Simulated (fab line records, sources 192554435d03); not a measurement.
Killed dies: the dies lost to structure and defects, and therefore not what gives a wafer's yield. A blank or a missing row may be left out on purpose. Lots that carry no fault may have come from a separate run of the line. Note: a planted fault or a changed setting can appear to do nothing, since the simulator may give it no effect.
Which tool was responsible? ; flow n5_finfet ; Sampling: 10 lots, 30 wafers, 5 of 1938 route steps

== WHAT THE GAUGES SHOWED, per wafer ==
N5_PASSIVATION_CD_MEAS_30: target cd 4000 nm.
lot;measured;on;cd_nm (nm)
L433;day 12 00:45;cd_sem-03;3997 3997 3998
L434;day 12 09:28;cd_sem-01;3999 4000 3999
L436;day 13 06:59;cd_sem-03;4002 4001 4003
L437;day 13 09:49;cd_sem-01;3999 4004 4001
L441;day 15 08:41;cd_sem-01;3964 3958 3959
L444;day 15 13:56;cd_sem-01;3957 3958 3960
L448;day 16 09:30;cd_sem-02;4002 4000 3999
L446;day 16 14:23;cd_sem-02;3997 3999 3994
L450;day 17 08:24;cd_sem-01;3999 4004 4004
L455;day 18 11:31;cd_sem-02;3998 3998 3996

== TOOL THAT RAN EACH LOT (tool first, then ch and the chambers of the sampled wafers, then the start) ==
lot;N5_MIM_BOT_LITHO_DESCUM_10;N5_PASSIVATION_PECVD_01;N5_PASSIVATION_PRE_CLEAN_19;N5_PASSIVATION_EXPOSE_27
L433;rie_diel-03 ch 2,3, day 11 20:23;pecvd-01 ch 0,2, day 11 21:19;pvd_sputter-02, day 12 00:08;krf_scanner-02 ch 0, day 12 00:34
L434;rie_diel-03 ch 0,2,3, day 12 02:04;pecvd-03 ch 0,1, day 12 03:00;pvd_sputter-01, day 12 08:51;krf_scanner-02 ch 0, day 12 09:18
L436;rie_diel-01 ch 0,3, day 13 01:35;pecvd-01 ch 0,2, day 13 02:39;pvd_sputter-01, day 13 06:15;krf_scanner-01 ch 0, day 13 06:49
L437;rie_diel-03 ch 0,1,2, day 13 04:53;pecvd-03 ch 0,1,2, day 13 05:48;pvd_sputter-02, day 13 09:12;krf_scanner-01 ch 0, day 13 09:38
L441;rie_diel-01 ch 0,3, day 15 05:08;pecvd-03 ch 0,1,2, day 15 06:16;pvd_sputter-02, day 15 08:04;krf_scanner-01 ch 0, day 15 08:31
L444;rie_diel-01 ch 1,2,3, day 15 10:12;pecvd-03 ch 0,1,2, day 15 11:16;pvd_sputter-03, day 15 13:19;krf_scanner-01 ch 0, day 15 13:45
L448;rie_diel-03 ch 1,2, day 16 04:17;pecvd-03 ch 0,1, day 16 05:16;pvd_sputter-02, day 16 08:46;krf_scanner-02 ch 0, day 16 09:20
L446;rie_diel-05 ch 0,2,3, day 16 08:07;pecvd-01 ch 1,2, day 16 09:02;pvd_sputter-03, day 16 13:38;krf_scanner-02 ch 0, day 16 14:12
L450;rie_diel-01 ch 1,2, day 17 01:56;pecvd-03 ch 0,1, day 17 02:52;pvd_sputter-02, day 17 07:40;krf_scanner-02 ch 0, day 17 08:14
L455;rie_diel-01 ch 0,1,2, day 18 08:08;pecvd-04 ch 0,2, day 18 09:04;pvd_sputter-01, day 18 10:47;krf_scanner-02 ch 0, day 18 11:21
- N5_MIM_BOT_LITHO_DESCUM_10: chemistry O2, time 7.9 s.
- N5_PASSIVATION_PECVD_01: deposits SiNx from SiH4/NH3/N2, target thk 200 nm, time 43.2 s.
- N5_PASSIVATION_PRE_CLEAN_19
- N5_PASSIVATION_EXPOSE_27: exposes mask PAD, defocus 0 nm.

== AS READ BY THE TOOLS THEMSELVES (means over the sampled wafers that have a number; for cases with no such wafer, the mark the record gives instead) ==
N5_MIM_BOT_LITHO_DESCUM_10.
lot;tool;drypump_motor_current_A (A);oes_product_au (a.u.);rf_vpp_V (V);showerhead_plenum_p_Torr (Torr);temp_c (C);throttle_valve_pct (%)
L433;rie_diel-03;5.8;0.82;245.0;2.21;40.03;20.30
L434;rie_diel-03;5.7;0.77;243.7;2.13;39.96;20.51
L436;rie_diel-01;5.7;0.77;242.8;2.11;39.93;20.38
L437;rie_diel-03;5.5;0.80;243.6;2.13;40.07;20.45
L441;rie_diel-01;5.7;0.79;244.2;2.12;39.95;20.47
L444;rie_diel-01;5.5;0.82;243.3;2.16;40.07;20.52
L448;rie_diel-03;5.7;0.80;244.7;2.20;40.04;20.27
L446;rie_diel-05;5.6;0.86;243.6;2.08;39.95;20.28
L450;rie_diel-01;5.6;0.84;244.5;2.21;39.93;20.69
L455;rie_diel-01;5.6;0.82;244.5;2.16;39.97;20.62

N5_PASSIVATION_PECVD_01.
lot;tool;heater_power_w (W);showerhead_plenum_p_Torr (Torr);throttle_valve_pct (%)
L433;pecvd-01;351;8.68;26.5
L434;pecvd-03;596;8.69;30.0
L436;pecvd-01;370;8.65;27.0
L437;pecvd-03;473;8.71;29.7
L441;pecvd-03;404;8.70;29.9
L444;pecvd-03;500;8.69;30.0
L448;pecvd-03;571;8.69;29.9
L446;pecvd-01;272;8.74;29.4
L450;pecvd-03;572;8.74;29.9
L455;pecvd-04;292;8.63;28.4

N5_PASSIVATION_PRE_CLEAN_19.
lot;tool;heater_power_w (W)
L433;pvd_sputter-02;433
L434;pvd_sputter-01;482
L436;pvd_sputter-01;462
L437;pvd_sputter-02;446
L441;pvd_sputter-02;434
L444;pvd_sputter-03;454
L448;pvd_sputter-02;438
L446;pvd_sputter-03;434
L450;pvd_sputter-02;486
L455;pvd_sputter-01;472

N5_PASSIVATION_EXPOSE_27.
lot;tool;exposure_dose_mJ_cm2
L433;krf_scanner-02;32.31
L434;krf_scanner-02;32.28
L436;krf_scanner-01;32.30
L437;krf_scanner-01;32.29
L441;krf_scanner-01;25.52
L444;krf_scanner-01;25.47
L448;krf_scanner-02;32.25
L446;krf_scanner-02;32.36
L450;krf_scanner-02;32.31
L455;krf_scanner-02;32.31

== THE ANSWER, worked out from the rows above alone ==
Rule: usual is defined by the lots themselves. The widest of any qualifying gaps counts: lots, ordered by their means at a reading, are off when they make up no more than a third of the lots, leave a main group of 4 or more, and stand apart from it by 3 or more times the standard deviation of that group's means. A main group is skipped when, at the precision printed for the reading in the tables above, its means are all equal. Also off: a lot with no number at a reading for which 4 or more lots have one. The other lots that the step has rows for count as sound. First the gauges in route order, then the tools' own readings, where a lot's mean is used as printed above. The first step at which some lot is off is used, and at that step the reading that is off furthest; a lot without a number counts as furthest.
Off: L441, L444 (N5_PASSIVATION_CD_MEAS_30, cd_nm). Mean 4000 nm and standard deviation 2.1 in the main group.
If a tool, at a process step before that reading, ran all the lots that are off and no sound lot after the first of them, it fits. The gauges at N5_PASSIVATION_CD_MEAS_30 aren't tried: what is off there is off at N5_PASSIVATION_EXPOSE_27 too, on other tools, and a gauge's error can't cause that. One fits: krf_scanner-01 at N5_PASSIVATION_EXPOSE_27. A fault onset in the window from L437 (day 13 09:38, its last sound lot) to L441 (day 15 08:31, its first lot off) fits.
The tool's own readings at N5_PASSIVATION_EXPOSE_27 bear it out: on the lots that are off they differ by more than 5 times the standard deviation of the sound lots' means. exposure_dose_mJ_cm2 reads 25.49 there against 32.30 on the sound lots.

== WHAT THE SIMULATOR PUT IN ==
Process parameter drift: krf_scanner-01, from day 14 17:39 on, at N5_PASSIVATION_EXPOSE_27. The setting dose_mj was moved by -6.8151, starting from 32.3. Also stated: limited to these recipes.
Shown lots that were struck: L441, L444. This agrees with what the rule above found.
